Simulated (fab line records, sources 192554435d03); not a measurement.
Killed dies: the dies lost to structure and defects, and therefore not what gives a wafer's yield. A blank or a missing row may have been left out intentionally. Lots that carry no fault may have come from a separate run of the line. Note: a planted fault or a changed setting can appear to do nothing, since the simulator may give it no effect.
Which tool is to blame? + flow n5 finfet + 12 lots, 36 wafers sampled, at 3 steps of a route of 1938

## WHAT EACH GAUGE READ, for each wafer
N5_BEOL_M5_THK_MEAS_53: measures by xrf.
| lot  | measured     | on            | M5_THK (nm)    |
|------|--------------|---------------|----------------|
| L075 | day 8 19:40  | film metro-01 | 60.7 63.3 61.9 |
| L077 | day 9 09:51  | film metro-02 | 60.3 63.5 62.1 |
| L080 | day 9 20:40  | film metro-02 | 60.0 58.3 58.9 |
| L081 | day 10 06:35 | film metro-01 | 55.2 60.8 56.9 |
| L082 | day 10 18:25 | film metro-02 | 62.5 60.5 59.8 |
| L085 | day 11 06:24 | film metro-01 | 59.7 61.0 60.3 |
| L087 | day 12 05:43 | film metro-02 | 59.1 61.5 61.3 |
| L088 | day 13 06:47 | film metro-01 | 60.5 62.3 59.2 |
| L091 | day 13 11:12 | film metro-01 | 60.7 59.3 61.3 |
| L092 | day 13 18:59 | film metro-01 | 56.5 58.3 59.3 |
| L095 | day 14 09:18 | film metro-01 | 61.2 61.1 58.5 |
| L096 | day 14 19:34 | film metro-02 | 64.2 60.2 66.6 |

## TOOL THAT RAN EACH LOT (tool first, then ch and the chambers of the sampled wafers, then the start)
| lot  | N5_BEOL_M5_ALD_86                   | N5_BEOL_M5_ANNEAL_49         |
|------|-------------------------------------|------------------------------|
| L075 | ald metal-03 ch 1,2,3, day 8 13:41  | pvd sputter-03, day 8 14:20  |
| L077 | ald metal-02 ch 0,1,3, day 9 04:13  | pvd sputter-03, day 9 04:45  |
| L080 | ald metal-03 ch 2,3, day 9 14:40    | pvd sputter-01, day 9 15:37  |
| L081 | ald metal-02 ch 0,1,3, day 9 23:28  | pvd sputter-03, day 10 01:31 |
| L082 | ald metal-04 ch 0,1, day 10 12:32   | pvd sputter-02, day 10 13:21 |
| L085 | ald metal-02 ch 2,3, day 11 00:46   | pvd sputter-02, day 11 01:20 |
| L087 | ald metal-04 ch 0,2,3, day 11 19:59 | pvd sputter-02, day 11 20:31 |
| L088 | ald metal-02 ch 0,1, day 12 21:46   | pvd sputter-02, day 12 22:28 |
| L091 | ald metal-03 ch 0,2,3, day 13 04:59 | pvd sputter-03, day 13 05:44 |
| L092 | ald metal-02 ch 0,1,2, day 13 10:46 | pvd sputter-03, day 13 13:09 |
| L095 | ald metal-03 ch 0,1,3, day 14 02:27 | pvd sputter-01, day 14 03:19 |
| L096 | ald metal-02 ch 0,1,2, day 14 13:39 | pvd sputter-03, day 14 14:31 |
- N5_BEOL_M5_ALD_86: deposits TaN, pulse time 2 s, purge time 3 s, co reactant purge time 2 s.
- N5_BEOL_M5_ANNEAL_49: time 1800 s.

## THE ANSWER, worked out from the rows above alone
Rule: what is usual is taken from the lots themselves. Put in order of their means at a reading, lots are off if they are a third of the lots or fewer, leave a main group of 4 or more, and stand apart from it by a gap of 3 or more times the standard deviation of the main group's means; of several such gaps the widest counts. If all means in a main group match to the digits the tables above print for the reading, that group is not used. Also off: a lot with no number at a reading for which 4 or more lots have one. Where the step has rows for the other lots, those lots are counted as sound.
None of the lots is off at any reading shown; this tells nothing.

## WHAT HAD BEEN PUT IN BY THE SIMULATOR
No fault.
